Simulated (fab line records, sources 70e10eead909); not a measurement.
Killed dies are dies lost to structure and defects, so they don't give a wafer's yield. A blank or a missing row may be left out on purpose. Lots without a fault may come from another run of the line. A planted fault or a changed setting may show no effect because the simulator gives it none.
Chamber matching | flow nand_harc | NHARC_A_STAIRCASE_TRIM_12 on rie_diel-07: 4 sister chambers
The step chemistry O2, time 211.2 s. 18 wafers are shown with their chamber, then 9 later ones without.

WAFERS WITH THEIR CHAMBER
wafer  | chamber | showerhead_plenum_p_Torr (Torr) | drypump_motor_current_A (A) | oes_product_au (a.u.)
L074.1 | 0       | 3.40                            | 6.6                         | 1.000
L074.2 | 1       | 3.34                            | 5.8                         | 1.004
L074.4 | 2       | 3.68                            | 5.7                         | 0.996
L075.1 | 3       | 3.61                            | 6.4                         | 1.008
L075.4 | 1       | 3.34                            | 5.8                         | 1.020
L075.6 | 0       | 3.40                            | 6.5                         | 1.010
L077.4 | 3       | 3.61                            | 6.3                         | 0.998
L077.5 | 2       | 3.68                            | 5.8                         | 1.003
L077.6 | 1       | 3.34                            | 5.8                         | 1.011
L079.3 | 3       | 3.60                            | 6.4                         | 1.005
L079.4 | 0       | 3.40                            | 6.6                         | 1.005
L079.5 | 1       | 3.34                            | 5.8                         | 1.016
L080.3 | 1       | 3.34                            | 5.8                         | 1.018
L080.4 | 3       | 3.60                            | 6.4                         | 1.009
L080.6 | 0       | 3.40                            | 6.6                         | 0.997
L089.1 | 0       | 3.38                            | 6.5                         | 0.998
L089.4 | 1       | 3.32                            | 5.7                         | 1.003
L089.5 | 2       | 3.66                            | 5.8                         | 1.000

SIGNATURES (means of the wafers above)
reading                  | chamber 0 | chamber 1 | chamber 2 | chamber 3 | scatter within a chamber
showerhead_plenum_p_Torr | 3.3960    | 3.3367    | 3.6733    | 3.6050    | 0.00854
drypump_motor_current_A  | 6.560     | 5.783     | 5.767     | 6.375     | 0.0496
oes_product_au           | 1.00200   | 1.01200   | 0.99967   | 1.00500   | 0.00585
Rule: a wafer's distance from a chamber is the root of the sum, over the readings, of the square of ((its reading less the chamber's mean) divided by the reading's scatter). The wafer belongs to the nearest chamber; if the next one is less than 2 further off, it can't be placed. The scatter: the root of (the sum of the squares of (reading less its chamber's mean) over the shown wafers, divided by (wafers less chambers)).

WAFERS WITHOUT THEIR CHAMBER
wafer  | showerhead_plenum_p_Torr (Torr) | drypump_motor_current_A (A) | oes_product_au (a.u.)
L088.2 | 3.38                            | 6.6                         | 1.006
L088.4 | 3.66                            | 5.8                         | 1.004
L088.5 | 3.32                            | 5.7                         | 1.024
L095.3 | 3.38                            | 6.5                         | 1.007
L095.4 | 3.32                            | 5.7                         | 1.017
L095.6 | 3.38                            | 6.5                         | 1.020
L094.2 | 3.38                            | 6.5                         | 1.008
L094.3 | 3.32                            | 5.8                         | 1.007
L094.4 | 3.32                            | 5.8                         | 1.010

WHICH CHAMBER EACH WENT THROUGH
wafer  | from the rows above | in truth
L088.2 | 0                   | 0
L088.4 | 2                   | 2
L088.5 | 1                   | 1
L095.3 | 0                   | 0
L095.4 | 1                   | 1
L095.6 | 0                   | 0
L094.2 | 0                   | 0
L094.3 | 1                   | 1
L094.4 | 1                   | 1
Placed correctly: 9 of 9. Can't be placed from these rows: 0. Placed wrongly: 0.
